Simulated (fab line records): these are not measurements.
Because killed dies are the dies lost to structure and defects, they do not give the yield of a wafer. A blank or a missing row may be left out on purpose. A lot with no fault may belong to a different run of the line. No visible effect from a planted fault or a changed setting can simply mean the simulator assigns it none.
Which of the tools did it? :: flow n5 finfet :: 10 lots, 28 wafers sampled, at 6 steps of a route of 1938

== WHAT THE GAUGES SHOWED, per wafer ==
N5_BEOL_M13_THK_MEAS_01. Usual: M13_ILD_THK typically reads 836 nm, with standard deviation 10.
lot: L347
measured: day 10 18:19
on: film metro-01
M13_ILD_THK (nm): 834 836
flag: 

lot: L349
measured: day 11 06:11
on: film metro-01
M13_ILD_THK (nm): 826 839 834
flag: 

lot: L351
measured: day 11 21:28
on: film metro-01
M13_ILD_THK (nm): 838 835 828
flag: 

lot: L353
measured: day 12 04:59
on: film metro-01
M13_ILD_THK (nm): 834 830 853
flag: 

lot: L356
measured: day 12 05:38
on: film metro-02
M13_ILD_THK (nm): 830 837 842
flag: 

lot: L355
measured: day 12 06:06
on: film metro-02
M13_ILD_THK (nm): 818 836 828
flag: 

lot: L359
measured: day 13 17:11
on: film metro-02
M13_ILD_THK (nm): 833 822 853
flag: 

lot: L362
measured: day 14 04:13
on: film metro-02
M13_ILD_THK (nm): 827 839
flag: 

lot: L366
measured: day 15 18:04
on: film metro-01
M13_ILD_THK (nm): 846 846 848
flag: 

lot: L368
measured: day 16 12:24
on: film metro-01
M13_ILD_THK (nm): 838 838 841
flag: 

N5_BEOL_M13_CD_MEAS_17: the cd target is 190 nm. Usual: cd nm reads 189.3 nm (standard deviation 1.6).
lot: L347
measured: day 10 19:22
on: cd sem-01
cd nm (nm): 187.6 187.1
flag: 

lot: L349
measured: day 11 07:17
on: cd sem-03
cd nm (nm): 189.8 191.6 187.7
flag: 

lot: L351
measured: day 11 22:41
on: cd sem-03
cd nm (nm): 188.8 189.9 188.8
flag: 

lot: L353
measured: day 12 05:54
on: cd sem-02
cd nm (nm): 186.1 187.4 190.8
flag: 

lot: L356
measured: day 12 06:41
on: cd sem-01
cd nm (nm): 190.4 188.9 189.5
flag: 

lot: L355
measured: day 12 07:01
on: cd sem-02
cd nm (nm): 187.8 189.3 188.7
flag: 

lot: L359
measured: day 13 18:08
on: cd sem-02
cd nm (nm): 189.3 187.3 189.7
flag: 

lot: L362
measured: day 14 05:16
on: cd sem-02
cd nm (nm): 196.1 193.4
flag: OFF

lot: L366
measured: day 15 19:07
on: cd sem-03
cd nm (nm): 189.4 190.2 190.5
flag: 

lot: L368
measured: day 16 13:42
on: cd sem-02
cd nm (nm): 188.2 189.1 187.4
flag: 

N5_BEOL_M13_CD_MEAS_28: the cd target is 209.5 nm. Usual: cd nm reads 210.1 nm (standard deviation 1.2).
lot: L347
measured: day 10 19:41
on: cd sem-01
cd nm (nm): 212.1 211.2
flag: 

lot: L349
measured: day 11 07:37
on: cd sem-03
cd nm (nm): 210.9 208.4 209.4
flag: 

lot: L351
measured: day 11 23:08
on: cd sem-03
cd nm (nm): 208.6 208.7 211.2
flag: 

lot: L353
measured: day 12 06:14
on: cd sem-02
cd nm (nm): 211.0 209.8 211.2
flag: 

lot: L356
measured: day 12 07:08
on: cd sem-02
cd nm (nm): 210.3 211.7 212.6
flag: 

lot: L355
measured: day 12 07:28
on: cd sem-01
cd nm (nm): 209.9 212.5 210.1
flag: 

lot: L359
measured: day 13 18:28
on: cd sem-02
cd nm (nm): 211.0 209.0 207.9
flag: 

lot: L362
measured: day 14 05:35
on: cd sem-02
cd nm (nm): 208.2 211.5
flag: 

lot: L366
measured: day 15 19:26
on: cd sem-03
cd nm (nm): 210.5 210.2 209.9
flag: 

lot: L368
measured: day 16 14:02
on: cd sem-01
cd nm (nm): 211.5 210.3 211.2
flag: 

== WHICH TOOL RAN EACH LOT (tool, then ch and the chambers of the sampled wafers, then the start) ==
lot: L347
N5_BEOL_M13_DESCUM_15: rie diel-02 ch 3, day 10 18:50
N5_BEOL_M13_ETCH_59: rie diel-02 ch 3, day 10 18:52
N5_BEOL_M13_STRIP_63: plasma asher-02 ch 0, day 10 19:10

lot: L349
N5_BEOL_M13_DESCUM_15: rie diel-01 ch 0,1,3, day 11 06:45
N5_BEOL_M13_ETCH_59: rie diel-01 ch 0,1,3, day 11 06:47
N5_BEOL_M13_STRIP_63: plasma asher-02 ch 0,1, day 11 07:04

lot: L351
N5_BEOL_M13_DESCUM_15: rie diel-02 ch 1,3, day 11 22:00
N5_BEOL_M13_ETCH_59: rie diel-02 ch 1,3, day 11 22:03
N5_BEOL_M13_STRIP_63: plasma asher-02 ch 0,1, day 11 22:29

lot: L353
N5_BEOL_M13_DESCUM_15: rie diel-02 ch 1,3, day 12 05:22
N5_BEOL_M13_ETCH_59: rie diel-02 ch 1,3, day 12 05:25
N5_BEOL_M13_STRIP_63: plasma asher-01 ch 1, day 12 05:41

lot: L356
N5_BEOL_M13_DESCUM_15: rie diel-03 ch 1,2, day 12 06:10
N5_BEOL_M13_ETCH_59: rie diel-03 ch 1,2, day 12 06:11
N5_BEOL_M13_STRIP_63: plasma asher-01 ch 0,1, day 12 06:29

lot: L355
N5_BEOL_M13_DESCUM_15: rie diel-01 ch 0,3, day 12 06:29
N5_BEOL_M13_ETCH_59: rie diel-01 ch 0,3, day 12 06:32
N5_BEOL_M13_STRIP_63: plasma asher-02 ch 0,1, day 12 06:49

lot: L359
N5_BEOL_M13_DESCUM_15: rie diel-03 ch 0,2,3, day 13 17:34
N5_BEOL_M13_ETCH_59: rie diel-03 ch 0,2,3, day 13 17:37
N5_BEOL_M13_STRIP_63: plasma asher-02 ch 0,1, day 13 17:54

lot: L362
N5_BEOL_M13_DESCUM_15: rie diel-01 ch 0,3, day 14 04:44
N5_BEOL_M13_ETCH_59: rie diel-01 ch 0,3, day 14 04:46
N5_BEOL_M13_STRIP_63: plasma asher-02 ch 0,1, day 14 05:04

lot: L366
N5_BEOL_M13_DESCUM_15: rie diel-03 ch 0,3, day 15 18:34
N5_BEOL_M13_ETCH_59: rie diel-03 ch 0,3, day 15 18:37
N5_BEOL_M13_STRIP_63: plasma asher-02 ch 0,1, day 15 18:55

lot: L368
N5_BEOL_M13_DESCUM_15: rie diel-02 ch 0,1,3, day 16 13:09
N5_BEOL_M13_ETCH_59: rie diel-02 ch 0,1,3, day 16 13:11
N5_BEOL_M13_STRIP_63: plasma asher-01 ch 0,1, day 16 13:29
- N5_BEOL_M13_DESCUM_15: chemistry O2, time 7.9 s.
- N5_BEOL_M13_ETCH_59: etches BARC in N2/H2, target depth 89 nm, overetch 26.7 nm, time 67.9 s.
- N5_BEOL_M13_STRIP_63: strips in N2/H2.

== AS READ BY THE TOOLS THEMSELVES (means over the sampled wafers that have a number; for cases with no such wafer, the mark the record gives instead) ==
N5_BEOL_M13_DESCUM_15. Usual: drypump motor current A 5.9 A, standard deviation 0.48; oes product au 0.78 a.u., standard deviation 0.08; rf vpp V 243.7 V, standard deviation 1.2; showerhead plenum p Torr 2.13 Torr, standard deviation 0.064; throttle valve pct 20.39 %, standard deviation 0.18.
lot: L347
tool: rie diel-02
drypump motor current A (A): 5.5
oes product au (a.u.): 0.93
rf vpp V (V): 245.2
showerhead plenum p Torr (Torr): 2.23
throttle valve pct (%): 20.14
flag: 

lot: L349
tool: rie diel-01
drypump motor current A (A): 6.0
oes product au (a.u.): 0.81
rf vpp V (V): 244.4
showerhead plenum p Torr (Torr): 2.14
throttle valve pct (%): 20.39
flag: 

lot: L351
tool: rie diel-02
drypump motor current A (A): 5.7
oes product au (a.u.): 0.79
rf vpp V (V): 243.8
showerhead plenum p Torr (Torr): 2.14
throttle valve pct (%): 20.25
flag: 

lot: L353
tool: rie diel-02
drypump motor current A (A): 5.6
oes product au (a.u.): 0.84
rf vpp V (V): 243.9
showerhead plenum p Torr (Torr): 2.18
throttle valve pct (%): 20.22
flag: 

lot: L356
tool: rie diel-03
drypump motor current A (A): 5.3
oes product au (a.u.): 0.80
rf vpp V (V): 243.2
showerhead plenum p Torr (Torr): 2.07
throttle valve pct (%): 20.21
flag: 

lot: L355
tool: rie diel-01
drypump motor current A (A): 6.0
oes product au (a.u.): 0.82
rf vpp V (V): 243.3
showerhead plenum p Torr (Torr): 2.09
throttle valve pct (%): 20.36
flag: 

lot: L359
tool: rie diel-03
drypump motor current A (A): 5.8
oes product au (a.u.): 0.76
rf vpp V (V): 243.0
showerhead plenum p Torr (Torr): 2.10
throttle valve pct (%): 20.47
flag: 

lot: L362
tool: rie diel-01
drypump motor current A (A): 6.0
oes product au (a.u.): 0.78
rf vpp V (V): 242.3
showerhead plenum p Torr (Torr): 2.09
throttle valve pct (%): 20.42
flag: 

lot: L366
tool: rie diel-03
drypump motor current A (A): 6.4
oes product au (a.u.): 0.71
rf vpp V (V): 243.1
showerhead plenum p Torr (Torr): 2.11
throttle valve pct (%): 20.64
flag: 

lot: L368
tool: rie diel-02
drypump motor current A (A): 5.5
oes product au (a.u.): 0.83
rf vpp V (V): 243.3
showerhead plenum p Torr (Torr): 2.15
throttle valve pct (%): 20.25
flag: 

N5_BEOL_M13_ETCH_59. Usual: drypump motor current A 5.9 A, standard deviation 0.48; oes product au 0.66 a.u., standard deviation 0.067; rf vpp V 525.0 V, standard deviation 2.1; showerhead plenum p Torr 2.58 Torr, standard deviation 0.069; throttle valve pct 17.84 %, standard deviation 0.22.
lot: L347
tool: rie diel-02
drypump motor current A (A): 5.6
oes product au (a.u.): 0.79
rf vpp V (V): 528.3
showerhead plenum p Torr (Torr): 2.72
throttle valve pct (%): 17.52
flag: 

lot: L349
tool: rie diel-01
drypump motor current A (A): 6.0
oes product au (a.u.): 0.69
rf vpp V (V): 526.0
showerhead plenum p Torr (Torr): 2.59
throttle valve pct (%): 17.78
flag: 

lot: L351
tool: rie diel-02
drypump motor current A (A): 5.7
oes product au (a.u.): 0.68
rf vpp V (V): 525.3
showerhead plenum p Torr (Torr): 2.59
throttle valve pct (%): 17.64
flag: 

lot: L353
tool: rie diel-02
drypump motor current A (A): 5.7
oes product au (a.u.): 0.72
rf vpp V (V): 526.1
showerhead plenum p Torr (Torr): 2.65
throttle valve pct (%): 17.60
flag: 

lot: L356
tool: rie diel-03
drypump motor current A (A): 5.3
oes product au (a.u.): 0.69
rf vpp V (V): 524.4
showerhead plenum p Torr (Torr): 2.53
throttle valve pct (%): 17.73
flag: 

lot: L355
tool: rie diel-01
drypump motor current A (A): 6.0
oes product au (a.u.): 0.69
rf vpp V (V): 523.5
showerhead plenum p Torr (Torr): 2.55
throttle valve pct (%): 17.84
flag: 

lot: L359
tool: rie diel-03
drypump motor current A (A): 5.9
oes product au (a.u.): 0.64
rf vpp V (V): 525.1
showerhead plenum p Torr (Torr): 2.55
throttle valve pct (%): 17.97
flag: 

lot: L362
tool: rie diel-01
drypump motor current A (A): 6.0
oes product au (a.u.): 0.66
rf vpp V (V): 523.9
showerhead plenum p Torr (Torr): 2.54
throttle valve pct (%): 17.89
flag: 

lot: L366
tool: rie diel-03
drypump motor current A (A): 6.5
oes product au (a.u.): 0.61
rf vpp V (V): 523.7
showerhead plenum p Torr (Torr): 2.57
throttle valve pct (%): 18.16
flag: 

lot: L368
tool: rie diel-02
drypump motor current A (A): 5.5
oes product au (a.u.): 0.70
rf vpp V (V): 525.5
showerhead plenum p Torr (Torr): 2.59
throttle valve pct (%): 17.62
flag: 

N5_BEOL_M13_STRIP_63. Usual: drypump motor current A 6.1 A, standard deviation 0.45; heater power w 367 W, standard deviation 17; oes product au 0.674 a.u., standard deviation 0.0054; strip time to endpoint s 28.2 s, standard deviation 1.
lot: L347
tool: plasma asher-02
drypump motor current A (A): 5.7
heater power w (W): 348
oes product au (a.u.): 0.670
strip time to endpoint s (s): 27.6
flag: 

lot: L349
tool: plasma asher-02
drypump motor current A (A): 6.4
heater power w (W): 370
oes product au (a.u.): 0.678
strip time to endpoint s (s): 28.3
flag: 

lot: L351
tool: plasma asher-02
drypump motor current A (A): 6.0
heater power w (W): 355
oes product au (a.u.): 0.670
strip time to endpoint s (s): 28.1
flag: 

lot: L353
tool: plasma asher-01
drypump motor current A (A): 5.9
heater power w (W): 396
oes product au (a.u.): 0.674
strip time to endpoint s (s): 27.6
flag: 

lot: L356
tool: plasma asher-01
drypump motor current A (A): 5.8
heater power w (W): 367
oes product au (a.u.): 0.673
strip time to endpoint s (s): 28.6
flag: 

lot: L355
tool: plasma asher-02
drypump motor current A (A): 6.0
heater power w (W): 356
oes product au (a.u.): 0.675
strip time to endpoint s (s): 27.9
flag: 

lot: L359
tool: plasma asher-02
drypump motor current A (A): 6.4
heater power w (W): 366
oes product au (a.u.): 0.675
strip time to endpoint s (s): 28.7
flag: 

lot: L362
tool: plasma asher-02
drypump motor current A (A): 6.2
heater power w (W): 362
oes product au (a.u.): 0.663
strip time to endpoint s (s): 22.6
flag: OFF

lot: L366
tool: plasma asher-02
drypump motor current A (A): 6.4
heater power w (W): 364
oes product au (a.u.): 0.675
strip time to endpoint s (s): 28.2
flag: 

lot: L368
tool: plasma asher-01
drypump motor current A (A): 5.8
heater power w (W): 373
oes product au (a.u.): 0.669
strip time to endpoint s (s): 27.9
flag: 

== THE ANSWER, worked out from the rows above alone ==
Rule: lot off if the mean of its wafers having a number is beyond 3 standard deviations from the usual mean. A lot without any number at a reading at which 4 lots or more have one is off too. The other lots that the step has rows for count as sound. First the gauges in route order, then the tools' own readings, where a lot's mean is used as printed above. At the first step where some lot is off, the reading lying furthest off is the one used; lots without a number count as furthest.
Off: L362, at N5_BEOL_M13_CD_MEAS_17 (cd nm).
A tool fits if, at a process step before that reading, it ran every lot that is off, and no sound lot after the first of them. The gauges at N5_BEOL_M13_CD_MEAS_17 aren't tried: what is off there is off at N5_BEOL_M13_STRIP_63 too, on other tools, and a gauge's error can't cause that. One fits: N5_BEOL_M13_DESCUM_15 and N5_BEOL_M13_ETCH_59 on rie diel-01. At N5_BEOL_M13_DESCUM_15 its last sound lot is L355 (day 12 06:29), its first lot that is off L362 (day 14 04:44): a fault that began between those two fits.

== WHAT THE SIMULATOR HAD INSERTED ==
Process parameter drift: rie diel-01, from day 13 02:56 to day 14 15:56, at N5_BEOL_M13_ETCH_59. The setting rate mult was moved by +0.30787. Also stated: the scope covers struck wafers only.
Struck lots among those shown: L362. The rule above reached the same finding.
